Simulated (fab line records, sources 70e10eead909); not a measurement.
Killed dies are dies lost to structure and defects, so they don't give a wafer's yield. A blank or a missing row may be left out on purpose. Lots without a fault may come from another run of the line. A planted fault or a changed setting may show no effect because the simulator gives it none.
Which tool did it? | flow nand_harc | 6 lots, 18 wafers sampled, at 1 step of a route of 1302

WHAT THE GAUGES READ, wafer by wafer
NHARC_A_ONON_D2_THK_MEAS_34: measures by ellipsometry.
lot  | measured     | on            | thk_nm (nm)
L119 | day 13 07:40 | film_metro-02 | 199.2 202.0 199.6
L123 | day 14 16:20 | film_metro-02 | 199.9 205.8 203.3
L126 | day 16 01:03 | film_metro-01 | 200.8 199.5 199.8
L128 | day 17 03:31 | film_metro-01 | 200.4 200.8 203.1
L130 | day 17 18:50 | film_metro-02 | 196.5 197.8 201.2
L137 | day 20 22:19 | film_metro-02 | 198.9 203.1 202.0

WHICH TOOL RAN EACH LOT (tool, then ch and the chambers of the sampled wafers, then the start)
The record holds no process step before these readings.

THE ANSWER, worked out from the rows above alone
Rule: what is usual is taken from the lots themselves. Put in order of their means at a reading, lots are off if they are a third of the lots or fewer, leave a main group of 4 or more, and stand apart from it by a gap of 3 or more times the standard deviation of the main group's means; of several such gaps the widest counts. A main group whose means are all the same, to the digits that the tables above print for the reading, isn't used. A lot without any number at a reading at which 4 lots or more have one is off too. The other lots that the step has rows for count as sound.
No lot is off at any reading shown: from this, nothing can be told.

WHAT THE SIMULATOR HAD PUT IN
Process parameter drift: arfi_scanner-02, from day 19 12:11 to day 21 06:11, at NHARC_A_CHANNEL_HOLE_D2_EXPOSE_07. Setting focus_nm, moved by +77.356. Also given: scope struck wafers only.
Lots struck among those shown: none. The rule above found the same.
